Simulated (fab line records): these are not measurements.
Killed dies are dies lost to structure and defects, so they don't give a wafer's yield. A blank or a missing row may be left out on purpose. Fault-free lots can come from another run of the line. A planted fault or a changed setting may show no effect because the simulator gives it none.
fab line records	flow n5-finfet
record: lots: 24	wafers: 72	last-day: 18
route steps=1938 shown BEOL_M2@929 BEOL_M3@932
lots that met no fault: from a run of the same line without faults
start-h: the number of hours between the record's first day and the start of the first shown wafer of the lot	wait-h: time in hours since the lot's previous step	" as in the row above	L1.1+2: a single row standing in for several wafers	- no value, or no start was given	* or withheld: withheld	< > ~ a bound
route shown NAME@n: names a module that has steps shown in the file, with the first one's number in the route	usual: mean/standard deviation of fault-free wafers	same: alike in all rows	chamber/n: place in a boat	sites: readings site by site	_std_site: standard deviation of those values	_edge_site: inner sites' mean taken away from outer sites' mean	radius-mm: for every site, how far away it sits from the centre of the wafer	mask NAME#n: copy n	behind: the tool/chamber that last shaped the wafer	hold: why the lot went on hold/how many hours it stayed there/how the hold came to an end	device: whichever transistor did not switch (one of n, p or np)	end of line: tests run on the same wafers once the route is complete	a step given without rows: its recipe and nothing more	killed: count of dies lost to structure and defects at first sort (not the wafer's yield)	map: dies across one wafer; x = killed, . = not, _ = none there
set.NAME: setting as actually run; set.NAME@STEP: the setting as run at that earlier step	model.NAME: the simulator's own value behind a step, which no gauge read
route steps across a sampled set of lots; one table per step, one row per wafer
services: from which hour (start-h, from the record's first day; less than 0 if before it) a tool's chamber was out of use, for how many hours, and why
== steps ==
step: N5_BEOL_M2_RS_MEAS_58
recipe: thk-meas-gauge: four-point-probe	reads: Co_of_BEOL_M2_CO_CAP_55+Cu_of_BEOL_M2_ECD_50+Co_of_BEOL_M2_CVD_47+TaN_of_BEOL_M2_ALD_84
usual: M2_RS: 0.67/0.039
lot.wafer	tool	chamber	start-h	wait-h	M2_RS[ohm/sq]
L075.1	film-metro-01	-	145.30	0.0	0.67
L075.5	"	-	"	"	0.64
L075.6	"	-	"	"	0.67
L074.2	film-metro-01	-	149.57	0.1	0.74
L074.5	"	-	"	"	0.74
L074.6	"	-	"	"	0.67
L076.1	film-metro-02	-	158.01	0.0	0.65
L076.4	"	-	"	"	0.63
L076.5	"	-	"	"	0.63
L077.1	film-metro-02	-	160.23	0.1	0.65
L077.2	"	-	"	"	0.65
L077.5	"	-	"	"	0.68
L078.1	film-metro-02	-	171.16	0.0	0.62
L078.2	"	-	"	"	0.58
L078.4	"	-	"	"	0.66
L079.2	film-metro-01	-	175.57	0.1	0.60
L079.4	"	-	"	"	0.66
L079.5	"	-	"	"	0.63
L080.4	film-metro-01	-	199.50	0.0	0.69
L080.5	"	-	"	"	0.70
L080.6	"	-	"	"	0.70
L081.2	film-metro-02	-	207.81	0.1	0.63
L081.4	"	-	"	"	0.67
L081.5	"	-	"	"	0.62
L082.1	film-metro-01	-	208.09	0.0	0.58
L082.4	"	-	"	"	0.67
L082.5	"	-	"	"	0.61
L084.2	film-metro-01	-	211.19	0.1	0.60
L084.3	"	-	"	"	0.72
L084.4	"	-	"	"	0.71
L085.1	film-metro-01	-	216.80	0.0	0.63
L085.2	"	-	"	"	0.63
L085.4	"	-	"	"	0.67
L083.2	film-metro-01	-	218.96	0.1	0.69
L083.5	"	-	"	"	0.68
L083.6	"	-	"	"	0.68
L086.2	film-metro-01	-	222.24	0.1	0.66
L086.3	"	-	"	"	0.69
L086.6	"	-	"	"	0.64
L087.1	film-metro-02	-	222.50	0.0	0.66
L087.3	"	-	"	"	0.60
L087.4	"	-	"	"	0.67
L088.3	film-metro-02	-	231.23	0.1	0.71
L088.4	"	-	"	"	0.73
L088.6	"	-	"	"	0.73
L089.1	film-metro-02	-	232.52	0.0	0.67
L089.2	"	-	"	"	0.67
L089.3	"	-	"	"	0.68
L090.1	film-metro-02	-	232.97	0.0	0.64
L090.2	"	-	"	"	0.65
L090.5	"	-	"	"	0.63
L091.2	film-metro-01	-	240.08	0.1	0.68
L091.4	"	-	"	"	0.76
L091.6	"	-	"	"	0.72
L092.2	film-metro-01	-	259.18	0.1	0.70
L092.3	"	-	"	"	0.63
L092.6	"	-	"	"	0.64
L093.1	film-metro-02	-	264.49	0.0	0.62
L093.2	"	-	"	"	0.69
L093.5	"	-	"	"	0.68
L094.1	film-metro-01	-	267.46	0.0	0.67
L094.4	"	-	"	"	0.69
L094.6	"	-	"	"	0.72
L095.2	film-metro-02	-	285.31	0.1	0.67
L095.4	"	-	"	"	0.68
L095.5	"	-	"	"	0.62
L096.1	film-metro-01	-	288.39	0.0	0.66
L096.4	"	-	"	"	0.65
L096.5	"	-	"	"	0.63
L097.3	film-metro-02	-	300.58	0.1	0.69
L097.4	"	-	"	"	0.66
L097.5	"	-	"	"	0.63
step: N5_BEOL_M3_THK_MEAS_01
recipe: reads: SiOC_of_BEOL_M3_ILD_DEP_00
usual: M3_ILD_THK: 79.0/1.2
lot.wafer	tool	chamber	start-h	wait-h	M3_ILD_THK[nm]
L075.1	film-metro-01	-	145.43	0.0	79.6
L075.5	"	-	"	"	80.2
L075.6	"	-	"	"	81.4
L074.2	film-metro-02	-	149.70	0.1	78.0
L074.5	"	-	"	"	80.0
L074.6	"	-	"	"	78.3
L076.1	film-metro-01	-	158.14	0.0	77.8
L076.4	"	-	"	"	79.7
L076.5	"	-	"	"	77.7
L077.1	film-metro-02	-	160.36	0.0	79.6
L077.2	"	-	"	"	80.6
L077.5	"	-	"	"	80.5
L078.1	film-metro-02	-	171.31	0.1	80.4
L078.2	"	-	"	"	79.3
L078.4	"	-	"	"	81.2
L079.2	film-metro-02	-	175.70	0.1	78.9
L079.4	"	-	"	"	79.2
L079.5	"	-	"	"	79.9
L080.4	film-metro-01	-	199.63	0.0	78.9
L080.5	"	-	"	"	80.0
L080.6	"	-	"	"	79.9
L081.2	film-metro-01	-	207.94	0.1	77.4
L081.4	"	-	"	"	79.1
L081.5	"	-	"	"	79.9
L082.1	film-metro-01	-	208.23	0.1	77.1
L082.4	"	-	"	"	79.2
L082.5	"	-	"	"	78.0
L084.2	film-metro-01	-	211.32	0.1	77.9
L084.3	"	-	"	"	76.9
L084.4	"	-	"	"	78.7
L085.1	film-metro-01	-	216.93	0.0	79.4
L085.2	"	-	"	"	79.3
L085.4	"	-	"	"	81.3
L083.2	film-metro-02	-	219.09	0.1	77.2
L083.5	"	-	"	"	79.0
L083.6	"	-	"	"	78.3
L086.2	film-metro-02	-	222.37	0.1	77.7
L086.3	"	-	"	"	78.2
L086.6	"	-	"	"	80.6
L087.1	film-metro-01	-	222.65	0.1	78.9
L087.3	"	-	"	"	79.2
L087.4	"	-	"	"	78.2
L088.3	film-metro-01	-	231.38	0.1	79.3
L088.4	"	-	"	"	77.6
L088.6	"	-	"	"	77.4
L089.1	film-metro-02	-	232.65	0.0	77.7
L089.2	"	-	"	"	78.7
L089.3	"	-	"	"	78.7
L090.1	film-metro-02	-	233.10	0.0	78.5
L090.2	"	-	"	"	78.9
L090.5	"	-	"	"	79.1
L091.2	film-metro-02	-	240.21	0.1	80.0
L091.4	"	-	"	"	80.4
L091.6	"	-	"	"	81.0
L092.2	film-metro-01	-	259.31	0.1	77.1
L092.3	"	-	"	"	75.9
L092.6	"	-	"	"	77.5
L093.1	film-metro-02	-	264.62	0.0	77.8
L093.2	"	-	"	"	77.7
L093.5	"	-	"	"	78.7
L094.1	film-metro-01	-	267.59	0.0	78.4
L094.4	"	-	"	"	81.1
L094.6	"	-	"	"	79.1
L095.2	film-metro-02	-	285.44	0.1	77.9
L095.4	"	-	"	"	79.6
L095.5	"	-	"	"	79.8
L096.1	film-metro-02	-	288.52	0.0	79.3
L096.4	"	-	"	"	80.0
L096.5	"	-	"	"	80.9
L097.3	film-metro-02	-	300.71	0.1	79.1
L097.4	"	-	"	"	79.0
L097.5	"	-	"	"	80.1
step: N5_BEOL_M3_PECVD_72
recipe: material: SiO2	target-thk-a: 160	temp-c: 400	precursor: TEOS/O2	pressure-torr: 5.5	rf-w: 450	teos-flow-sccm: 53.8	gas: O2	flow-sccm: 3000	time-s: 18
usual: heater-power-w: 717/97	showerhead-plenum-p-Torr: 8.75/0.058	throttle-valve-pct: 22.7/1.1
same: time-s: 18
lot.wafer	tool	chamber	start-h	wait-h	heater-power-w	showerhead-plenum-p-Torr	throttle-valve-pct
L075.1	pecvd-04	0	145.47	0.0	588	8.66	23.2
L075.5	"	0	"	"	596	8.64	23.3
L075.6	"	2	"	"	800	8.76	21.1
L074.2	pecvd-04	1	149.74	0.0	692	8.84	22.4
L074.5	"	1	"	"	668	8.82	22.8
L074.6	"	2	"	"	734	8.79	20.7
L076.1	pecvd-04	1	158.17	0.0	736	8.79	22.6
L076.4	"	0	"	"	622	8.70	23.3
L076.5	"	2	"	"	789	8.82	21.0
L077.1	pecvd-04	2	160.40	0.0	715	8.76	20.9
L077.2	"	1	"	"	742	8.83	22.8
L077.5	"	0	"	"	585	8.67	23.5
L078.1	pecvd-03	1	171.34	0.0	620	8.77	24.5
L078.2	"	2	"	"	847	8.73	21.3
L078.4	"	2	"	"	866	8.74	21.4
L079.2	pecvd-03	0	175.73	0.0	674	8.70	22.9
L079.4	"	2	"	"	741	8.73	21.3
L079.5	"	1	"	"	678	8.78	24.2
L080.4	pecvd-03	0	199.68	0.1	635	8.67	22.6
L080.5	"	1	"	"	602	8.81	24.3
L080.6	"	2	"	"	777	8.76	21.5
L081.2	pecvd-03	2	207.97	0.0	861	8.74	21.5
L081.4	"	1	"	"	684	8.79	24.4
L081.5	"	0	"	"	660	8.71	22.8
L082.1	pecvd-03	1	208.27	0.0	597	8.79	24.3
L082.4	"	2	"	"	841	8.72	21.4
L082.5	"	1	"	"	592	8.83	24.4
L084.2	pecvd-03	1	211.35	0.0	584	8.79	24.2
L084.3	"	2	"	"	852	8.73	21.4
L084.4	"	2	"	"	850	8.73	21.4
L085.1	pecvd-02	1	216.97	0.0	753	8.71	22.7
L085.2	"	0	"	"	762	8.75	23.7
L085.4	"	0	"	"	757	8.75	23.8
L083.2	pecvd-02	1	219.13	0.0	704	8.71	23.0
L083.5	"	0	"	"	833	8.74	24.1
L083.6	"	1	"	"	705	8.72	23.1
L086.2	pecvd-02	0	222.41	0.0	722	8.75	23.9
L086.3	"	1	"	"	755	8.68	22.9
L086.6	"	0	"	"	728	8.75	24.1
L087.1	pecvd-03	2	222.69	0.0	856	8.76	21.3
L087.3	"	1	"	"	669	8.78	24.2
L087.4	"	2	"	"	858	8.74	21.3
L088.3	pecvd-03	1	231.41	0.0	595	8.79	24.4
L088.4	"	2	"	"	853	8.70	21.2
L088.6	"	0	"	"	658	8.70	23.1
L089.1	pecvd-04	1	232.69	0.0	800	8.83	22.6
L089.2	"	2	"	"	685	8.79	21.1
L089.3	"	0	"	"	576	8.66	23.9
L090.1	pecvd-02	1	233.14	0.0	772	8.70	22.8
L090.2	"	0	"	"	743	8.75	24.0
L090.5	"	0	"	"	740	8.73	23.9
L091.2	pecvd-02	1	240.24	0.0	745	8.70	23.1
L091.4	"	1	"	"	733	8.72	22.9
L091.6	"	2	"	"	896	8.86	21.6
L092.2	pecvd-04	0	259.35	0.0	597	8.67	23.8
L092.3	"	1	"	"	783	8.82	22.3
L092.6	"	2	"	"	792	8.79	21.0
L093.1	pecvd-03	2	264.66	0.0	907	8.72	21.6
L093.2	"	1	"	"	600	8.80	24.3
L093.5	"	2	"	"	889	8.72	21.6
L094.1	pecvd-04	2	267.63	0.0	719	8.81	21.0
L094.4	"	2	"	"	746	8.80	21.2
L094.6	"	1	"	"	800	8.80	22.7
L095.2	pecvd-04	2	285.48	0.0	835	8.79	21.1
L095.4	"	2	"	"	813	8.80	20.9
L095.5	"	0	"	"	601	8.67	23.7
L096.1	pecvd-04	2	288.56	0.0	785	8.80	21.2
L096.4	"	0	"	"	579	8.66	23.6
L096.5	"	2	"	"	777	8.79	21.3
L097.3	pecvd-02	2	300.74	0.0	902	8.88	21.5
L097.4	"	1	"	"	684	8.71	22.9
L097.5	"	0	"	"	766	8.74	24.0
step: N5_BEOL_M3_HM_OPEN_17
recipe: chemistry: Cl2/BCl3	target-depth-a: 200	overetch-a: 60	target: TiN	mask-material: SOC	ion-energy-ev: 150	pressure-mtorr: 10	icp-w: 1000	bias-w: 126	Cl2_flow_sccm: 53.25	bcl3-flow-sccm: 21.75	Ar_flow_sccm: 25
usual: drypump-motor-current-A: 6.0/0.52	he-backside-leak-sccm: 3.4/0.3	oes-product-au: 0.65/0.063	throttle-valve-pct: 22.21/0.21
lot.wafer	tool	chamber	start-h	wait-h	drypump-motor-current-A	he-backside-leak-sccm	oes-product-au	rf-hours-counter-h	throttle-valve-pct
L075.1	rie-metal-03	1	146.79	0.0	6.7	3.5	0.74	21	22.17
L075.5	"	0	"	"	5.8	3.5	0.70	-	22.50
L075.6	"	1	"	"	6.7	3.5	0.73	-	22.17
L074.2	rie-metal-02	0	152.23	0.0	6.0	3.4	0.52	139	22.58
L074.5	"	1	"	"	6.1	3.1	0.68	-	21.94
L074.6	"	0	"	"	6.0	3.4	0.52	-	22.58
L076.1	rie-metal-01	0	160.61	0.0	4.9	3.4	0.61	73	22.03
L076.4	"	0	"	"	4.9	3.4	0.61	-	22.03
L076.5	"	0	"	"	4.9	3.4	0.61	-	22.03
L077.1	rie-metal-01	0	163.18	0.0	5.0	3.5	0.61	73	22.05
L077.2	"	1	"	"	5.9	3.4	0.54	101	22.32
L077.5	"	0	"	"	4.9	3.6	0.61	-	22.04
L078.1	rie-metal-01	1	172.42	0.0	5.9	3.0	0.54	102	22.32
L078.2	"	0	"	"	4.9	3.5	0.61	74	22.03
L078.4	"	1	"	"	5.9	3.2	0.54	-	22.31
L079.2	rie-metal-02	1	177.56	0.1	6.1	3.2	0.67	-	21.95
L079.4	"	1	"	"	6.1	3.2	0.67	-	21.95
L079.5	"	1	"	"	6.1	3.2	0.67	-	21.94
L080.4	rie-metal-03	0	200.82	0.1	5.8	3.3	0.68	-	22.52
L080.5	"	1	"	"	6.7	3.4	0.72	-	22.19
L080.6	"	0	"	"	5.9	3.7	0.69	-	22.51
L081.2	rie-metal-02	1	209.51	0.1	6.1	3.0	0.65	-	21.98
L081.4	"	1	"	"	6.1	3.0	0.66	-	21.97
L081.5	"	1	"	"	6.1	3.0	0.66	-	21.98
L082.1	rie-metal-02	1	210.13	0.0	6.0	3.1	0.66	41	21.96
L082.4	"	1	"	"	6.1	3.2	0.66	-	21.94
L082.5	"	1	"	"	6.1	3.1	0.66	-	21.97
L084.2	rie-metal-02	1	212.20	0.1	6.1	3.2	0.65	-	21.98
L084.3	"	1	"	"	6.1	3.2	0.66	-	21.96
L084.4	"	1	"	"	6.1	3.2	0.65	-	21.97
L085.1	rie-metal-03	0	219.00	0.0	5.9	3.5	0.68	42	22.54
L085.2	"	1	"	"	6.7	3.5	0.70	28	22.19
L085.4	"	0	"	"	5.8	3.7	0.69	-	22.51
L083.2	rie-metal-03	0	220.52	0.0	5.9	3.8	0.67	42	22.54
L083.5	"	0	"	"	5.9	3.6	0.69	-	22.51
L083.6	"	1	"	"	6.7	3.6	0.70	-	22.21
L086.2	rie-metal-03	1	224.27	0.0	6.7	3.4	0.69	28	22.20
L086.3	"	1	"	"	6.7	3.4	0.70	-	22.20
L086.6	"	1	"	"	6.7	3.4	0.70	-	22.21
L087.1	rie-metal-02	1	224.53	0.0	6.1	3.1	0.66	42	21.97
L087.3	"	1	"	"	6.1	3.0	0.66	-	21.97
L087.4	"	1	"	"	6.1	3.1	0.65	-	22.00
L088.3	rie-metal-03	1	232.77	0.1	6.7	3.5	0.70	-	22.22
L088.4	"	0	"	"	5.8	3.4	0.67	-	22.54
L088.6	"	0	"	"	5.9	3.4	0.67	-	22.53
L089.1	rie-metal-03	1	236.51	0.0	6.7	3.4	0.69	29	22.22
L089.2	"	0	"	"	5.8	3.6	0.69	44	22.51
L089.3	"	1	"	"	6.7	3.3	0.70	-	22.20
L090.1	rie-metal-01	0	236.57	0.0	5.0	3.4	0.60	80	22.04
L090.2	"	1	"	"	5.9	3.4	0.54	108	22.33
L090.5	"	0	"	"	4.9	3.5	0.61	-	22.07
L091.2	rie-metal-03	0	243.82	0.0	5.9	3.6	0.67	44	22.52
L091.4	"	0	"	"	5.9	3.5	0.67	-	22.54
L091.6	"	1	"	"	6.7	3.4	0.70	-	22.18
L092.2	rie-metal-02	1	261.13	0.0	6.1	3.1	0.63	46	21.98
L092.3	"	1	"	"	6.1	3.1	0.64	-	21.98
L092.6	"	0	"	"	6.0	3.2	0.80	-	22.19
L093.1	rie-metal-01	1	266.53	0.0	5.9	3.0	0.54	110	22.33
L093.2	"	0	"	"	4.9	3.5	0.59	82	22.06
L093.5	"	0	"	"	4.9	3.5	0.60	-	22.05
L094.1	rie-metal-01	0	269.08	0.0	4.9	3.5	0.59	82	22.04
L094.4	"	0	"	"	4.9	3.5	0.60	-	22.05
L094.6	"	1	"	"	5.9	3.2	0.53	-	22.33
L095.2	rie-metal-01	0	288.07	0.0	4.9	3.6	0.59	84	22.07
L095.4	"	0	"	"	4.9	3.5	0.59	-	22.07
L095.5	"	1	"	"	5.9	3.4	0.53	-	22.35
L096.1	rie-metal-03	0	289.64	0.0	5.9	3.3	0.66	48	22.54
L096.4	"	0	"	"	5.8	3.6	0.66	-	22.54
L096.5	"	0	"	"	5.9	3.6	0.66	-	22.54
L097.3	rie-metal-03	0	301.72	0.1	5.9	3.7	0.67	-	22.55
L097.4	"	1	"	"	6.7	3.6	0.69	-	22.21
L097.5	"	0	"	"	5.8	3.6	0.67	-	22.52
step: N5_BEOL_M3_STRIP_36
recipe: chemistry: N2/H2	power-w: 450	temp-c: 40	pressure-mtorr: 20	rf-frequency-hz: 6e+07	overash-fraction: 0.3	bias-power-w: 7	h2-frac: 0.5	n2-flow-sccm: 200	h2-flow-sccm: 200
usual: drypump-motor-current-A: 5.7/0.4	h2-flow-sccm: 199.9/0.59	oes-product-au: 0.80/0.078	rf-vpp-V: 59.4/1.5	showerhead-plenum-p-Torr: 2.59/0.1	throttle-valve-pct: 23.67/0.29
lot.wafer	tool	chamber	start-h	wait-h	drypump-motor-current-A	h2-flow-sccm	oes-product-au	rf-hours-counter-h	rf-vpp-V	showerhead-plenum-p-Torr	throttle-valve-pct
L075.1	rie-diel-06	3	148.97	0.0	5.6	200.2	0.85	51	61.8	2.69	23.53
L075.5	"	3	"	"	5.6	199.6	0.87	-	61.2	2.69	23.50
L075.6	"	0	"	"	5.9	200.4	0.93	-	61.9	2.72	24.01
L074.2	rie-diel-06	3	153.71	0.0	5.6	200.7	0.86	53	60.0	2.69	23.51
L074.5	"	1	"	"	5.0	200.7	0.92	-	58.2	2.70	23.06
L074.6	"	3	"	"	5.6	199.2	0.86	-	61.1	2.69	23.54
L076.1	rie-diel-05	3	163.46	0.0	5.1	200.1	0.73	212	59.0	2.40	23.71
L076.4	"	2	"	"	4.9	199.9	0.79	103	56.7	2.58	24.03
L076.5	"	1	"	"	5.5	199.1	0.78	-	61.5	2.46	23.89
L077.1	rie-diel-05	1	166.25	0.0	5.5	200.8	0.78	129	55.8	2.46	23.86
L077.2	"	2	"	"	4.9	199.9	0.78	103	58.5	2.58	24.00
L077.5	"	0	"	"	5.8	199.9	0.90	-	59.3	2.50	23.51
L078.1	rie-diel-04	2	182.52	0.0	5.7	199.9	0.69	206	57.8	2.42	23.85
L078.2	"	1	"	"	6.0	200.6	0.71	212	60.3	2.62	23.33
L078.4	"	0	"	"	6.2	199.2	0.84	43	58.3	2.57	23.73
L079.2	rie-diel-05	2	182.72	0.0	4.9	199.9	0.78	108	59.8	2.57	24.02
L079.4	"	3	"	"	5.2	200.3	0.72	216	60.7	2.40	23.75
L079.5	"	2	"	"	4.8	199.4	0.78	-	57.2	2.57	24.05
L080.4	rie-diel-04	1	208.16	0.0	6.0	200.1	0.71	221	60.8	2.61	23.35
L080.5	"	0	"	"	6.3	201.1	0.84	-	60.9	2.56	23.76
L080.6	"	1	"	"	6.0	200.6	0.72	-	58.8	2.61	23.32
L081.2	rie-diel-06	0	211.07	0.0	5.9	199.2	0.89	31	58.2	2.72	24.03
L081.4	"	2	"	"	5.9	200.2	0.90	16	61.4	2.59	23.44
L081.5	"	0	"	"	5.9	198.8	0.89	-	58.6	2.71	24.06
L082.1	rie-diel-04	2	211.67	0.0	5.7	199.3	0.68	215	56.9	2.41	23.84
L082.4	"	0	"	"	6.3	200.3	0.83	53	60.0	2.56	23.75
L082.5	"	1	"	"	6.0	200.2	0.72	-	59.3	2.61	23.37
L084.2	rie-diel-06	1	214.41	0.0	5.0	200.3	0.88	24	59.6	2.69	23.09
L084.3	"	3	"	"	5.6	199.3	0.83	71	59.3	2.68	23.57
L084.4	"	2	"	"	5.9	199.1	0.89	17	58.8	2.58	23.45
L085.1	rie-diel-04	3	221.85	0.0	5.8	201.2	0.68	195	58.4	2.61	23.78
L085.2	"	2	"	"	5.7	200.7	0.69	218	58.5	2.41	23.82
L085.4	"	0	"	"	6.3	200.6	0.83	56	59.9	2.56	23.75
L083.2	rie-diel-06	3	221.94	0.0	5.5	200.0	0.84	74	61.5	2.68	23.59
L083.5	"	1	"	"	5.0	200.6	0.88	-	58.7	2.69	23.06
L083.6	"	0	"	"	5.9	200.0	0.89	-	60.6	2.71	24.05
L086.2	rie-diel-04	1	225.38	0.0	6.0	199.9	0.71	226	61.3	2.61	23.36
L086.3	"	3	"	"	5.8	200.1	0.69	196	59.9	2.61	23.80
L086.6	"	3	"	"	5.8	200.0	0.69	-	57.7	2.61	23.77
L087.1	rie-diel-05	1	225.82	0.0	5.5	200.6	0.77	148	61.6	2.45	23.88
L087.3	"	2	"	"	4.9	199.8	0.76	122	57.4	2.57	24.03
L087.4	"	3	"	"	5.2	199.8	0.71	229	56.7	2.39	23.76
L088.3	rie-diel-04	3	236.01	0.0	5.9	199.0	0.70	199	58.5	2.61	23.78
L088.4	"	2	"	"	5.6	199.9	0.69	222	58.5	2.41	23.82
L088.6	"	3	"	"	5.8	199.8	0.69	-	60.2	2.61	23.81
L089.1	rie-diel-04	3	239.09	0.0	5.8	198.8	0.69	200	63.1	2.61	23.81
L089.2	"	1	"	"	6.0	199.7	0.70	229	60.3	2.61	23.35
L089.3	"	0	"	"	6.3	200.1	0.82	61	59.4	2.56	23.79
L090.1	rie-diel-05	2	243.22	0.0	4.9	199.9	0.77	127	60.3	2.56	24.05
L090.2	"	3	"	"	5.2	199.7	0.71	234	57.5	2.39	23.76
L090.5	"	3	"	"	5.2	199.0	0.70	-	57.4	2.39	23.76
L091.2	rie-diel-04	3	248.37	0.0	5.8	199.8	0.70	202	58.7	2.61	23.80
L091.4	"	0	"	"	6.2	200.2	0.83	63	60.3	2.56	23.76
L091.6	"	0	"	"	6.3	200.5	0.82	-	61.6	2.56	23.76
L092.2	rie-diel-06	0	266.02	0.0	5.9	199.6	0.86	46	59.1	2.71	24.08
L092.3	"	2	"	"	5.9	201.0	0.86	31	58.5	2.58	23.47
L092.6	"	0	"	"	5.9	200.1	0.86	-	58.8	2.71	24.07
L093.1	rie-diel-05	3	267.63	0.0	5.1	200.0	0.70	240	56.7	2.39	23.77
L093.2	"	2	"	"	4.9	200.0	0.75	132	59.7	2.56	24.05
L093.5	"	0	"	"	5.9	199.6	0.86	-	56.5	2.48	23.57
L094.1	rie-diel-06	3	272.20	0.0	5.6	200.7	0.83	84	59.0	2.68	23.59
L094.4	"	2	"	"	5.8	199.4	0.86	33	59.3	2.58	23.48
L094.6	"	3	"	"	5.6	200.8	0.83	-	59.6	2.68	23.60
L095.2	rie-diel-06	2	291.72	0.0	5.9	200.0	0.84	40	59.4	2.58	23.48
L095.4	"	3	"	"	5.6	199.5	0.80	91	58.0	2.68	23.58
L095.5	"	3	"	"	5.6	199.3	0.81	-	60.0	2.67	23.58
L096.1	rie-diel-06	0	299.84	0.0	5.9	200.8	0.83	53	58.1	2.71	24.06
L096.4	"	3	"	"	5.6	201.2	0.81	94	62.3	2.67	23.60
L096.5	"	0	"	"	5.9	201.5	0.85	-	57.2	2.71	24.07
L097.3	rie-diel-06	1	302.88	0.0	5.0	198.6	0.85	49	58.4	2.68	23.08
L097.4	"	2	"	"	5.9	199.9	0.85	44	57.8	2.57	23.50
L097.5	"	3	"	"	5.6	200.9	0.80	-	60.7	2.67	23.59
step: N5_BEOL_M3_OCD_MEAS_38
usual: trench-depth-nm: 55.3/0.85
lot.wafer	tool	chamber	start-h	wait-h	trench-depth-nm
L075.1	ocd-02	-	149.17	-	54.4
L075.5	"	-	"	"	55.3
L075.6	"	-	"	"	55.6
L074.2	ocd-02	-	153.90	-	54.2
L074.5	"	-	"	"	56.9
L074.6	"	-	"	"	55.5
L076.1	ocd-01	-	163.65	-	54.2
L076.4	"	-	"	"	53.7
L076.5	"	-	"	"	55.3
L077.1	ocd-01	-	166.44	-	54.6
L077.2	"	-	"	"	53.6
L077.5	"	-	"	"	56.2
L078.1	ocd-01	-	182.72	-	54.9
L078.2	"	-	"	"	56.0
L078.4	"	-	"	"	55.0
L079.2	ocd-02	-	182.92	-	54.4
L079.4	"	-	"	"	54.9
L079.5	"	-	"	"	54.5
L080.4	ocd-02	-	208.36	-	55.6
L080.5	"	-	"	"	55.7
L080.6	"	-	"	"	56.0
L081.2	ocd-02	-	211.27	-	56.4
L081.4	"	-	"	"	56.9
L081.5	"	-	"	"	56.2
L082.1	ocd-01	-	211.86	-	54.1
L082.4	"	-	"	"	54.4
L082.5	"	-	"	"	55.4
L084.2	ocd-01	-	214.60	-	56.6
L084.3	"	-	"	"	54.3
L084.4	"	-	"	"	56.4
L085.1	ocd-02	-	222.04	-	55.0
L085.2	"	-	"	"	54.2
L085.4	"	-	"	"	54.6
L083.2	ocd-01	-	222.13	-	54.9
L083.5	"	-	"	"	56.3
L083.6	"	-	"	"	56.0
L086.2	ocd-01	-	225.57	-	54.9
L086.3	"	-	"	"	55.8
L086.6	"	-	"	"	55.2
L087.1	ocd-02	-	226.01	-	54.3
L087.3	"	-	"	"	54.2
L087.4	"	-	"	"	54.6
L088.3	ocd-01	-	236.21	-	55.2
L088.4	"	-	"	"	54.3
L088.6	"	-	"	"	55.2
L089.1	ocd-02	-	239.28	-	55.4
L089.2	"	-	"	"	55.6
L089.3	"	-	"	"	54.3
L090.1	ocd-01	-	243.43	-	54.5
L090.2	"	-	"	"	54.8
L090.5	"	-	"	"	54.4
L091.2	ocd-01	-	248.57	-	54.9
L091.4	"	-	"	"	54.9
L091.6	"	-	"	"	54.5
L092.2	ocd-02	-	266.21	-	56.4
L092.3	"	-	"	"	56.4
L092.6	"	-	"	"	57.1
L093.1	ocd-02	-	267.82	-	54.3
L093.2	"	-	"	"	54.2
L093.5	"	-	"	"	54.7
L094.1	ocd-01	-	272.39	-	54.7
L094.4	"	-	"	"	56.8
L094.6	"	-	"	"	54.3
L095.2	ocd-01	-	291.91	-	57.3
L095.4	"	-	"	"	55.3
L095.5	"	-	"	"	54.9
L096.1	ocd-01	-	300.03	-	55.7
L096.4	"	-	"	"	55.3
L096.5	"	-	"	"	56.9
L097.3	ocd-01	-	303.07	-	56.8
L097.4	"	-	"	"	56.2
L097.5	"	-	"	"	54.7
== services ==
tool	chamber	start-h	hours	kind
rie-metal-02	0	126.69	16.4	repair
rie-diel-06	2	142.38	-	clean
rie-diel-06	2	142.38	-	consumable-replace:focus-ring
rie-diel-06	2	142.38	12.8	scheduled-down
rie-diel-06	2	142.38	12.8	vent-cycle
pecvd-03	0	157.03	18.3	repair
rie-metal-02	0	175.69	26.6	repair
pecvd-02	1	184.14	2.1	scheduled-down
pecvd-03	-	191.15	0.3	repair
rie-metal-02	0	202.30	-	clean
rie-metal-02	0	202.30	28.8	scheduled-down
rie-metal-02	0	202.30	28.8	vent-cycle
pecvd-02	2	202.38	-	clean
pecvd-02	2	202.38	-	consumable-replace:showerhead
pecvd-02	2	202.38	29.0	scheduled-down
pecvd-02	2	202.38	29.0	vent-cycle
rie-metal-01	-	222.61	0.1	repair
rie-diel-06	1	231.72	4.9	repair
pecvd-03	-	258.74	2.8	pm
rie-metal-01	-	271.59	2.8	pm
rie-diel-06	0	280.96	8.9	repair
pecvd-04	0	291.15	4.5	repair
rie-diel-05	-	292.30	4.3	pm
== key ==
fault none
